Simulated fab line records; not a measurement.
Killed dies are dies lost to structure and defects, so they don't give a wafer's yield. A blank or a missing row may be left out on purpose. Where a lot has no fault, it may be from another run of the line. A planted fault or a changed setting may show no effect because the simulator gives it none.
Chamber matching :: flow n5-finfet :: N5_FIN_CUT_STRIP_24 on rie-diel-02: 4 sister chambers
The step strips in CF4. 8 wafers are shown with their chamber, then 11 later ones without.

== WAFERS PAIRED WITH THEIR CHAMBERS ==
wafer: L083.1
chamber: 0
drypump-motor-current-A (A): 5.6
showerhead-plenum-p-Torr (Torr): 1.75

wafer: L083.4
chamber: 3
drypump-motor-current-A (A): 6.2
showerhead-plenum-p-Torr (Torr): 1.71

wafer: L083.5
chamber: 2
drypump-motor-current-A (A): 6.4
showerhead-plenum-p-Torr (Torr): 1.78

wafer: L083.6
chamber: 1
drypump-motor-current-A (A): 5.2
showerhead-plenum-p-Torr (Torr): 1.71

wafer: L085.1
chamber: 0
drypump-motor-current-A (A): 5.6
showerhead-plenum-p-Torr (Torr): 1.75

wafer: L085.2
chamber: 3
drypump-motor-current-A (A): 6.2
showerhead-plenum-p-Torr (Torr): 1.71

wafer: L085.3
chamber: 2
drypump-motor-current-A (A): 6.5
showerhead-plenum-p-Torr (Torr): 1.77

wafer: L085.4
chamber: 1
drypump-motor-current-A (A): 5.2
showerhead-plenum-p-Torr (Torr): 1.71

== WAFERS WHOSE CHAMBER IS MISSING ==
wafer: L085.5
drypump-motor-current-A (A): 6.2
showerhead-plenum-p-Torr (Torr): 1.71

wafer: L085.6
drypump-motor-current-A (A): 5.6
showerhead-plenum-p-Torr (Torr): 1.75

wafer: L091.2
drypump-motor-current-A (A): 5.6
showerhead-plenum-p-Torr (Torr): 1.75

wafer: L091.4
drypump-motor-current-A (A): 6.5
showerhead-plenum-p-Torr (Torr): 1.77

wafer: L091.6
drypump-motor-current-A (A): 6.2
showerhead-plenum-p-Torr (Torr): 1.71

wafer: L092.4
drypump-motor-current-A (A): 5.2
showerhead-plenum-p-Torr (Torr): 1.70

wafer: L092.5
drypump-motor-current-A (A): 5.6
showerhead-plenum-p-Torr (Torr): 1.75

wafer: L092.6
drypump-motor-current-A (A): 5.2
showerhead-plenum-p-Torr (Torr): 1.70

wafer: L093.1
drypump-motor-current-A (A): 6.4
showerhead-plenum-p-Torr (Torr): 1.77

wafer: L093.5
drypump-motor-current-A (A): 6.4
showerhead-plenum-p-Torr (Torr): 1.77

wafer: L093.6
drypump-motor-current-A (A): 5.2
showerhead-plenum-p-Torr (Torr): 1.70

== THE CHAMBER EACH PASSED THROUGH ==
wafer: L085.5
from the rows above: 3
in truth: 3

wafer: L085.6
from the rows above: 0
in truth: 0

wafer: L091.2
from the rows above: 0
in truth: 0

wafer: L091.4
from the rows above: 2
in truth: 2

wafer: L091.6
from the rows above: 3
in truth: 3

wafer: L092.4
from the rows above: 1
in truth: 1

wafer: L092.5
from the rows above: 0
in truth: 0

wafer: L092.6
from the rows above: 1
in truth: 1

wafer: L093.1
from the rows above: 2
in truth: 2

wafer: L093.5
from the rows above: 2
in truth: 2

wafer: L093.6
from the rows above: 1
in truth: 1
Correct placement for 11 of the 11. Left unplaced by these rows: 0. Wrongly placed: 0.
How it was worked out, from the rows above alone: a wafer's distance from a chamber is the root of the sum, over the readings, of the square of ((its reading less the chamber's mean) divided by the reading's scatter). If the next closest chamber is less than 2 further off than the closest, the wafer can't be placed; otherwise it belongs to the closest. Each chamber's mean is taken over the wafers shown for it. How the scatter is found: for the shown wafers, subtract from each reading the mean of its chamber, square and add these, divide the total by (wafers less chambers), then take the root.
